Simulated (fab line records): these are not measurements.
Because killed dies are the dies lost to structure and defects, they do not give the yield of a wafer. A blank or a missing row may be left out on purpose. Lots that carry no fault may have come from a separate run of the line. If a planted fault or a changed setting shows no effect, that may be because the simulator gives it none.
Chamber matching || flow n5Finfet || N5_BEOL_M8_CMP_52 on cmp-03 has 4 sister chambers
The step polishes, stops on SiCOH lowk, t overpolish 6.9 s, target thk 80 nm. 18 wafers are shown with their chamber, then 8 later ones without.

WAFERS, EACH WITH ITS CHAMBER
{"wafer": "L479.3", "chamber": 0, "motorCurrentA (A)": 6.0, "timeToEndpointS (s)": 61.6, "barrierFieldEndpointS (s)": 29.4}
{"wafer": "L479.4", "chamber": 3, "motorCurrentA (A)": 6.4, "timeToEndpointS (s)": 58.9, "barrierFieldEndpointS (s)": 28.2}
{"wafer": "L479.6", "chamber": 2, "motorCurrentA (A)": 5.8, "timeToEndpointS (s)": 69.2, "barrierFieldEndpointS (s)": 30.4}
{"wafer": "L480.1", "chamber": 3, "motorCurrentA (A)": 6.4, "timeToEndpointS (s)": 58.0, "barrierFieldEndpointS (s)": 27.1}
{"wafer": "L480.4", "chamber": 1, "motorCurrentA (A)": 5.3, "timeToEndpointS (s)": 64.4, "barrierFieldEndpointS (s)": 28.2}
{"wafer": "L480.6", "chamber": 3, "motorCurrentA (A)": 6.5, "timeToEndpointS (s)": 61.1, "barrierFieldEndpointS (s)": 28.6}
{"wafer": "L481.1", "chamber": 0, "motorCurrentA (A)": 6.2, "timeToEndpointS (s)": 59.0, "barrierFieldEndpointS (s)": 27.5}
{"wafer": "L481.4", "chamber": 1, "motorCurrentA (A)": 5.2, "timeToEndpointS (s)": 63.3, "barrierFieldEndpointS (s)": 28.0}
{"wafer": "L481.6", "chamber": 0, "motorCurrentA (A)": 6.2, "timeToEndpointS (s)": 63.8, "barrierFieldEndpointS (s)": 28.7}
{"wafer": "L482.1", "chamber": 3, "motorCurrentA (A)": 6.3, "timeToEndpointS (s)": 56.2, "barrierFieldEndpointS (s)": 27.3}
{"wafer": "L482.2", "chamber": 1, "motorCurrentA (A)": 5.2, "timeToEndpointS (s)": 61.5, "barrierFieldEndpointS (s)": 28.4}
{"wafer": "L482.3", "chamber": 2, "motorCurrentA (A)": 5.9, "timeToEndpointS (s)": 64.8, "barrierFieldEndpointS (s)": 28.8}
{"wafer": "L483.3", "chamber": 3, "motorCurrentA (A)": 6.5, "timeToEndpointS (s)": 63.2, "barrierFieldEndpointS (s)": 28.6}
{"wafer": "L483.5", "chamber": 0, "motorCurrentA (A)": 6.1, "timeToEndpointS (s)": 60.2, "barrierFieldEndpointS (s)": 28.4}
{"wafer": "L483.6", "chamber": 1, "motorCurrentA (A)": 5.0, "timeToEndpointS (s)": 63.6, "barrierFieldEndpointS (s)": 29.7}
{"wafer": "L494.1", "chamber": 2, "motorCurrentA (A)": 5.8, "timeToEndpointS (s)": 69.0, "barrierFieldEndpointS (s)": 30.8}
{"wafer": "L494.2", "chamber": 1, "motorCurrentA (A)": 5.1, "timeToEndpointS (s)": 64.1, "barrierFieldEndpointS (s)": 29.5}
{"wafer": "L494.3", "chamber": 0, "motorCurrentA (A)": 6.2, "timeToEndpointS (s)": 63.2, "barrierFieldEndpointS (s)": 29.9}

SIGNATURES, as means of the wafers listed above
{"reading": "motorCurrentA", "chamber 0": 6.140, "chamber 1": 5.160, "chamber 2": 5.833, "chamber 3": 6.420, "scatter within a chamber": 0.0921}
{"reading": "timeToEndpointS", "chamber 0": 61.560, "chamber 1": 63.380, "chamber 2": 67.667, "chamber 3": 59.480, "scatter within a chamber": 2.13}
{"reading": "barrierFieldEndpointS", "chamber 0": 28.780, "chamber 1": 28.760, "chamber 2": 30.000, "chamber 3": 27.960, "scatter within a chamber": 0.852}
Rule: a wafer's distance from a chamber is the root of the sum, over the readings, of the square of ((its reading less the chamber's mean) divided by the reading's scatter). If the next closest chamber is less than 2 further off than the closest, the wafer can't be placed; otherwise it belongs to the closest. How the scatter is found: for the shown wafers, subtract from each reading the mean of its chamber, square and add these, divide the total by (wafers less chambers), then take the root.

WAFERS WITH NO CHAMBER GIVEN
{"wafer": "L499.3", "motorCurrentA (A)": 6.2, "timeToEndpointS (s)": 62.4, "barrierFieldEndpointS (s)": 29.6}
{"wafer": "L499.6", "motorCurrentA (A)": 6.7, "timeToEndpointS (s)": 59.4, "barrierFieldEndpointS (s)": 29.4}
{"wafer": "L497.1", "motorCurrentA (A)": 4.9, "timeToEndpointS (s)": 66.1, "barrierFieldEndpointS (s)": 29.6}
{"wafer": "L497.5", "motorCurrentA (A)": 6.3, "timeToEndpointS (s)": 61.5, "barrierFieldEndpointS (s)": 29.1}
{"wafer": "L497.6", "motorCurrentA (A)": 5.1, "timeToEndpointS (s)": 65.9, "barrierFieldEndpointS (s)": 29.7}
{"wafer": "L498.3", "motorCurrentA (A)": 5.8, "timeToEndpointS (s)": 66.8, "barrierFieldEndpointS (s)": 29.3}
{"wafer": "L498.4", "motorCurrentA (A)": 5.0, "timeToEndpointS (s)": 65.3, "barrierFieldEndpointS (s)": 30.0}
{"wafer": "L498.5", "motorCurrentA (A)": 5.3, "timeToEndpointS (s)": 63.5, "barrierFieldEndpointS (s)": 29.0}

WHICH CHAMBER EACH ONE RAN IN
{"wafer": "L499.3", "from the rows above": 0, "in truth": 0}
{"wafer": "L499.6", "from the rows above": 3, "in truth": 3}
{"wafer": "L497.1", "from the rows above": 1, "in truth": 1}
{"wafer": "L497.5", "from the rows above": "can't be placed: 0 or 3", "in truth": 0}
{"wafer": "L497.6", "from the rows above": 1, "in truth": 1}
{"wafer": "L498.3", "from the rows above": 2, "in truth": 2}
{"wafer": "L498.4", "from the rows above": 1, "in truth": 1}
{"wafer": "L498.5", "from the rows above": 1, "in truth": 1}
7 of 8 placed correctly. Cannot be placed on the basis of these rows: 1; the candidates contain the true chamber in 1. Number placed wrongly: 0.
